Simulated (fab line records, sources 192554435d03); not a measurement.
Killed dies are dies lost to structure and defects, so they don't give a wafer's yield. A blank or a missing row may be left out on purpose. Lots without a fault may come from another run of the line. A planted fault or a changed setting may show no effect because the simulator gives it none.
Chamber matching | flow n5_finfet | N5_GATE_CUT_DESCUM_18 on rie_diel-02: 4 sister chambers
The step chemistry O2, time 7 s. 4 wafers are shown with their chamber, then 8 later ones without.

WAFERS WITH THEIR CHAMBER
wafer  | chamber | drypump_motor_current_A (A)
L076.2 | 0       | 5.0
L084.2 | 1       | 5.8
L084.4 | 3       | 5.6
L086.1 | 2       | 6.4

WAFERS WITHOUT THEIR CHAMBER
wafer  | drypump_motor_current_A (A)
L086.2 | 5.8
L086.4 | 5.0
L091.3 | 5.6
L091.4 | 6.4
L091.5 | 5.1
L097.1 | 6.5
L097.2 | 5.7
L097.5 | 5.1

WHICH CHAMBER EACH WENT THROUGH
wafer  | from the rows above     | in truth
L086.2 | 1                       | 1
L086.4 | 0                       | 0
L091.3 | 3                       | 3
L091.4 | 2                       | 2
L091.5 | 0                       | 0
L097.1 | 2                       | 2
L097.2 | can't be placed: 1 or 3 | 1
L097.5 | 0                       | 0
Placed correctly: 7 of 8. Can't be placed from these rows: 1 (the true chamber is among the candidates in 1). Placed wrongly: 0.
How it was worked out, from the rows above alone: a wafer's distance from a chamber is the root of the sum, over the readings, of the square of ((its reading less the chamber's mean) divided by the reading's scatter). The wafer belongs to the nearest chamber; if the next one is less than 2 further off, it can't be placed. A chamber's mean is the mean of its shown wafers. The scatter: with one shown wafer a chamber, the root of the mean of the squares of how far each hidden wafer lies from its nearest shown one.
